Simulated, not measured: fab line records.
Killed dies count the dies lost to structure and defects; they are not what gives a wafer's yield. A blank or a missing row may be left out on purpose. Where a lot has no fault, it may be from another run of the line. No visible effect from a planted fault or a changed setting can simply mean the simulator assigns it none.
Matching of chambers | flow nand-harc | NHARC_A_M1_DEP_33 on pecvd-04 has 3 sister chambers
The step deposits SiCN, target thk 30 nm. 3 wafers are shown with their chamber, then 10 later ones without.

WAFERS, EACH WITH ITS CHAMBER
wafer  | chamber | heater-power-w (W)
L086.3 | 0       | 559
L086.5 | 1       | 447
L089.5 | 2       | 557

WAFERS WITH NO CHAMBER GIVEN
wafer  | heater-power-w (W)
L089.6 | 485
L085.1 | 537
L085.2 | 601
L085.3 | 514
L093.1 | 495
L093.3 | 634
L093.5 | 455
L092.3 | 609
L092.5 | 510
L092.6 | 615

EACH ONE'S CHAMBER
wafer  | from the rows above          | in truth
L089.6 | can't be placed: 1 or 2 or 0 | 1
L085.1 | can't be placed: 2 or 0 or 1 | 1
L085.2 | can't be placed: 0 or 2      | 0
L085.3 | can't be placed: 2 or 0 or 1 | 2
L093.1 | can't be placed: 1 or 2 or 0 | 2
L093.3 | can't be placed: 0 or 2      | 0
L093.5 | 1                            | 1
L092.3 | can't be placed: 0 or 2      | 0
L092.5 | can't be placed: 2 or 0 or 1 | 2
L092.6 | can't be placed: 0 or 2      | 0
Placed correctly: 1 of 10. Not placeable from these rows: 9 (in 9, the candidates include the true chamber). Placed wrongly: 0.
How it was worked out, from the rows above alone: a wafer's distance from a chamber is the root of the sum, over the readings, of the square of ((its reading less the chamber's mean) divided by the reading's scatter). The wafer belongs to the nearest chamber; if the next one is less than 2 further off, it can't be placed. Each chamber's mean is taken over the wafers shown for it. The scatter (one wafer shown for each chamber): square how far every hidden wafer sits from the nearest shown wafer, average those squares and take the square root.
